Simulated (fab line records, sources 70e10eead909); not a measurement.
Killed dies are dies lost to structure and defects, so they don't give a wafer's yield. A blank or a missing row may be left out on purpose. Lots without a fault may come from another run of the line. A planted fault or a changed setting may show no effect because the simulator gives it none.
fab line records | flow nand_harc
record lots=13 wafers=39 last_day=24
route steps=1159 shown P_ZERO_WELL@14 P_STI@72
lots that met no fault: from a run of the same line without faults
start_h: hours from the record's first day to the start of the lot's first wafer shown | wait_h: hours since the lot's step before | " the same as in the row above | L1.1+2: a row that stands for several wafers | - no value, or no start given | * or withheld: withheld | < > ~ a bound
route shown NAME@n: a module of which the file shows steps, and the number in the route of the first | usual: mean/standard deviation of fault-free wafers | same: alike in all rows | chamber/n: place in a boat | sites: the reading at each site | _std_site: their standard deviation | _edge_site: outer sites' mean less inner sites' | radius_mm: how far each site lies from the wafer's centre | mask NAME#n: copy n | behind: the tool/chamber that last shaped the wafer | hold: why the lot was held/for how many hours/how that ended | device: the transistor (n, p or np) that didn't switch | end of line: the same wafers' tests at the end of the route | a step without rows: its recipe alone | killed: dies lost to structure and defects at the first sort, not the wafer's yield | map: a wafer's dies, x killed, . not, _ none there
set.NAME: the setting as run; set.NAME@STEP: as run at that earlier step | model.NAME: the simulator's own value behind a step, which no gauge read
steps of the route over a sample of lots; a table a step, a row a wafer
services: from which hour (start_h, from the record's first day; less than 0 if before it) a tool's chamber was out of use, for how many hours, and why
## steps
# step NHARC_P_ZERO_WELL_CD_MEAS_11
# recipe target_cd_nm=500 landing_energy_ev=500
# usual cd_nm=500.3/2.5
# columns lot.wafer tool chamber start_h wait_h cd_nm
L595.1 cd_sem-01 0 13.23 - 500.9
L595.4 " 0 " " 500.1
L595.6 " 0 " " 503.4
L596.3 cd_sem-02 0 19.11 - 500.7
L596.4 " 0 " " 498.5
L596.6 " 0 " " 501.1
L598.1 cd_sem-01 0 31.11 - 504.4
L598.3 " 0 " " 498.4
L598.4 " 0 " " 502.5
L599.4 cd_sem-03 0 37.26 - 499.4
L599.5 " 0 " " 502.0
L599.6 " 0 " " 499.0
L601.2 cd_sem-01 0 49.28 - 497.5
L601.3 " 0 " " 502.3
L601.4 " 0 " " 499.5
L602.1 cd_sem-01 0 55.25 - 507.8
L602.5 " 0 " " 505.2
L602.6 " 0 " " 506.7
L603.1 cd_sem-01 0 61.23 - 501.0
L603.4 " 0 " " 496.7
L603.5 " 0 " " 496.9
L607.2 cd_sem-03 0 85.31 - 501.8
L607.5 " 0 " " 499.4
L607.6 " 0 " " 499.4
L610.2 cd_sem-03 0 103.11 - 498.9
L610.4 " 0 " " 501.0
L610.5 " 0 " " 499.3
L614.1 cd_sem-03 0 127.11 - 499.7
L614.4 " 0 " " 498.1
L614.6 " 0 " " 496.5
L615.1 cd_sem-01 0 133.24 - 501.9
L615.2 " 0 " " 502.9
L615.5 " 0 " " 499.0
L616.3 cd_sem-01 0 139.24 - 499.9
L616.5 " 0 " " 495.3
L616.6 " 0 " " 496.2
L617.1 cd_sem-02 0 145.25 - 501.1
L617.4 " 0 " " 500.7
L617.6 " 0 " " 500.9
# step NHARC_P_ZERO_WELL_DESCUM_13
# recipe time_s=3 o2_flow_sccm=200 ar_flow_sccm=0 bias_power_w=0 chemistry=O2
# usual drypump_motor_current_A=6.0/0.49 oes_product_au=0.997/0.011 rf_vpp_V=57.9/0.92 showerhead_plenum_p_Torr=1.95/0.085 throttle_valve_pct=11.311/0.0097
# columns lot.wafer tool chamber start_h wait_h drypump_motor_current_A oes_product_au rf_hours_counter_h rf_vpp_V showerhead_plenum_p_Torr throttle_valve_pct
L595.4 rie_diel-07 1 13.39 - 5.9 1.013 7 58.5 2.02 11.318
L595.1 " 0 " " 6.7 1.013 8 57.1 1.92 11.301
L595.6 " 1 " " 5.9 1.004 - 58.3 2.02 11.311
L596.4 rie_diel-07 3 19.27 - 6.1 1.005 8 56.2 1.86 11.313
L596.3 " 0 " " 6.7 1.005 8 57.6 1.92 11.326
L596.6 " 0 " " 6.7 1.006 - 57.1 1.93 11.318
L598.3 rie_diel-07 1 31.26 - 5.9 1.007 9 58.7 2.02 11.299
L598.1 " 2 " " 6.3 0.998 8 58.5 2.01 11.313
L598.4 " 0 " " 6.7 1.003 - 58.2 1.92 11.314
L599.5 rie_diel-07 2 37.44 - 6.3 1.004 - 58.2 2.01 11.302
L599.6 " 0 " " 6.7 1.011 - 57.6 1.92 11.319
L599.4 " 1 " " 5.9 1.016 - 58.5 2.02 11.306
L601.4 rie_diel-06 0 49.43 - 5.9 0.983 15 58.0 2.00 11.326
L601.3 " 2 " " 5.6 1.002 12 58.0 1.83 11.310
L601.2 " 3 " " 5.0 1.020 13 57.0 1.79 11.300
L602.1 rie_diel-12 0 55.40 - 5.8 0.996 2 58.9 2.00 11.305
L602.5 " 0 " " 5.8 0.993 - 56.9 2.00 11.316
L602.6 " 1 " " 5.0 0.994 - 57.0 1.93 11.307
L603.1 rie_diel-07 2 61.39 - 6.3 0.989 0 57.0 2.01 11.294
L603.5 " 1 " " 5.9 1.002 - 56.8 2.02 11.301
L603.4 " 0 " " 6.7 0.990 - 59.0 1.92 11.297
L607.2 rie_diel-06 1 85.49 - 6.1 0.994 1 58.0 1.78 11.315
L607.5 " 2 " " 5.6 0.994 - 57.7 1.83 11.325
L607.6 " 3 " " 5.0 1.009 - 56.3 1.79 11.323
L610.2 rie_diel-06 0 103.27 - 5.9 0.989 2 56.8 2.00 11.306
L610.4 " 1 " " 6.0 0.983 2 57.8 1.78 11.295
L610.5 " 1 " " 6.0 0.999 - 56.5 1.78 11.305
L614.4 rie_diel-07 3 127.28 - 6.1 0.993 3 58.1 1.86 11.306
L614.1 " 0 " " 6.7 1.007 5 59.4 1.92 11.298
L614.6 " 2 " " 6.3 0.996 - 60.1 2.00 11.313
L615.1 rie_diel-12 1 133.40 - 4.9 0.974 7 58.1 1.93 11.301
L615.2 " 0 " " 5.8 0.985 7 57.6 2.00 11.325
L615.5 " 2 " " 5.4 0.993 - 59.0 2.06 11.312
L616.3 rie_diel-07 3 139.42 - 6.1 0.990 5 57.2 1.86 11.308
L616.5 " 0 " " 6.7 1.014 - 58.7 1.92 11.317
L616.6 " 1 " " 5.9 0.989 - 58.5 2.02 11.329
L617.1 rie_diel-07 2 145.42 - 6.3 0.984 7 57.5 2.00 11.313
L617.4 " 3 " " 6.1 0.994 5 58.2 1.86 11.317
L617.6 " 1 " " 5.9 1.005 - 59.1 2.02 11.309
# step NHARC_P_ZERO_WELL_DESCUM_54
# recipe time_s=3 o2_flow_sccm=200 ar_flow_sccm=0 bias_power_w=0 chemistry=O2
# usual drypump_motor_current_A=5.9/0.51 oes_product_au=0.996/0.011 rf_vpp_V=57.9/0.89 showerhead_plenum_p_Torr=1.93/0.094 throttle_valve_pct=11.312/0.01
# columns lot.wafer tool chamber start_h wait_h drypump_motor_current_A oes_product_au rf_hours_counter_h rf_vpp_V showerhead_plenum_p_Torr throttle_valve_pct
L595.4 rie_diel-07 0 18.05 - 6.7 1.007 8 57.9 1.93 11.316
L595.1 " 1 " " 5.9 1.012 7 57.8 2.02 11.302
L595.6 " 0 " " 6.7 1.011 - 57.5 1.93 11.305
L596.4 rie_diel-12 3 23.75 - 6.5 1.012 9 57.5 2.02 11.313
L596.3 " 1 " " 5.0 0.990 6 58.4 1.93 11.317
L596.6 " 0 " " 5.8 0.987 - 58.1 2.00 11.316
L598.4 rie_diel-12 3 35.82 - 6.5 1.007 0 57.7 2.02 11.314
L598.3 " 0 " " 5.8 0.979 0 59.2 2.00 11.294
L598.1 " 1 " " 4.9 0.987 0 58.0 1.93 11.309
L599.4 rie_diel-12 2 42.10 - 5.4 0.996 1 58.2 2.06 11.294
L599.6 " 0 " " 5.8 0.998 - 59.6 2.00 11.309
L599.5 " 1 " " 4.9 0.989 - 58.7 1.93 11.311
L601.4 rie_diel-12 3 53.99 - 6.5 1.009 2 58.3 2.02 11.319
L601.2 " 0 " " 5.8 0.983 2 56.2 2.00 11.317
L601.3 " 1 " " 5.0 0.989 1 57.9 1.93 11.319
L602.1 rie_diel-06 3 59.93 - 5.1 1.020 14 57.8 1.79 11.308
L602.5 " 2 " " 5.6 1.007 - 57.6 1.83 11.278
L602.6 " 3 " " 5.0 1.023 - 56.8 1.79 11.288
L603.1 rie_diel-07 1 65.96 - 5.9 1.003 1 59.0 2.02 11.309
L603.5 " 1 " " 5.9 1.002 - 57.5 2.02 11.297
L603.4 " 2 " " 6.3 0.982 - 58.7 2.01 11.313
L607.2 rie_diel-07 3 89.97 - 6.1 0.992 1 57.8 1.86 11.325
L607.6 " 0 " " 6.7 1.011 - 59.9 1.92 11.302
L607.5 " 1 " " 5.9 1.013 - 57.2 2.02 11.300
L610.4 rie_diel-06 2 107.91 - 5.6 0.999 2 57.9 1.83 11.332
L610.2 " 3 " " 5.0 1.002 2 57.5 1.79 11.306
L610.5 " 2 " " 5.7 0.990 - 56.4 1.83 11.313
L614.4 rie_diel-12 2 131.91 - 5.4 0.988 6 58.3 2.06 11.320
L614.1 " 3 " " 6.5 1.016 6 58.2 2.02 11.307
L614.6 " 0 " " 5.8 0.984 - 56.8 2.00 11.312
L615.2 rie_diel-06 1 137.76 - 6.0 1.005 4 56.7 1.78 11.318
L615.1 " 3 " " 5.0 1.009 5 57.2 1.79 11.323
L615.5 " 2 " " 5.7 1.012 - 57.3 1.83 11.309
L616.3 rie_diel-06 3 144.05 - 5.0 0.995 5 57.0 1.79 11.304
L616.5 " 0 " " 5.9 0.979 - 57.7 2.00 11.310
L616.6 " 1 " " 6.0 0.991 - 57.6 1.78 11.335
L617.4 rie_diel-07 3 150.06 - 6.1 0.994 6 58.1 1.86 11.312
L617.1 " 0 " " 6.7 1.011 6 57.6 1.92 11.306
L617.6 " 3 " " 6.1 0.986 - 57.3 1.86 11.299
# step NHARC_P_STI_OXIDE_29
# recipe target_thk_a=100 temp_c=900 ox_time_s=1362 material=SiO2
# same ox_time_s=1362
# columns lot.wafer tool chamber start_h wait_h
L595.1+4+6 furnace-03 0 24.69 -
L596.3+4+6 furnace-06 0 29.41 -
L598.1+3+4 furnace-06 0 38.60 -
L599.4+5+6 furnace-03 0 49.65 -
L601.2+3+4 furnace-02 0 59.68 -
L601.2+3+4 furnace-06 0 64.36 1.0
L602.1+5+6 furnace-03 0 65.54 -
L603.1+4+5 furnace-06 0 71.53 -
L603.1+4+5 furnace-06 0 75.66 0.3
L607.2+5+6 furnace-06 0 98.28 -
L607.2+5+6 furnace-06 0 102.36 0.3
L610.2+4+5 furnace-06 0 114.72 -
L614.1+4+6 furnace-02 0 138.37 -
L615.1+2+5 furnace-03 0 143.89 -
L616.3+5+6 furnace-03 0 152.11 -
L617.1+4+6 furnace-03 0 152.11 -
## services
# columns tool chamber start_h hours kind
rie_diel-12 0 -0.12 3.9 repair
rie_diel-07 0 5.70 - clean
rie_diel-07 1 5.70 - clean
rie_diel-07 2 5.70 - clean
rie_diel-07 3 5.70 - clean
rie_diel-06 1 10.32 5.0 repair
rie_diel-06 3 22.64 2.4 repair
rie_diel-12 - 25.47 9.0 pm
rie_diel-07 3 29.47 46.1 repair
rie_diel-07 0 30.20 - clean
rie_diel-07 1 30.20 - clean
rie_diel-07 2 30.20 - clean
rie_diel-07 - 51.20 9.0 pm
rie_diel-07 0 51.20 9.0 vent_cycle
rie_diel-07 1 51.20 9.0 vent_cycle
rie_diel-07 2 51.20 9.0 vent_cycle
rie_diel-07 0 60.20 - clean
rie_diel-07 1 60.20 - clean
rie_diel-06 - 64.20 9.0 pm
rie_diel-07 1 84.08 4.6 repair
rie_diel-12 3 87.02 6.1 repair
furnace-02 - 108.00 26.0 pm
rie_diel-12 1 140.48 8.1 repair
rie_diel-06 - 142.00 0.7 repair
## key
first_sign step=NHARC_P_STI_OXIDE_29 reading=visit direction=added
effect none on later readings
met_at NHARC_P_STI_OXIDE_29
struck_lots L601,L603,L607
tester_left_out L601,L603,L607
not_acting_at NHARC_P_ZERO_WELL_CD_MEAS_11,NHARC_P_ZERO_WELL_DESCUM_13,NHARC_P_ZERO_WELL_DESCUM_54
fault kind=repeated_step_whole tool=furnace-02,furnace-03,furnace-06 chamber=- onset_h=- steps=NHARC_P_STI_OXIDE_29 times=1 scope=struck_lots_only
# tester_left_out: of these lots the tester's yield and bins aren't shown, on N5 and GAA mostly nor the transistor test; their killed dies are dies lost to structure and defects alone, not to doping, threshold or leakage, so they don't give the yield
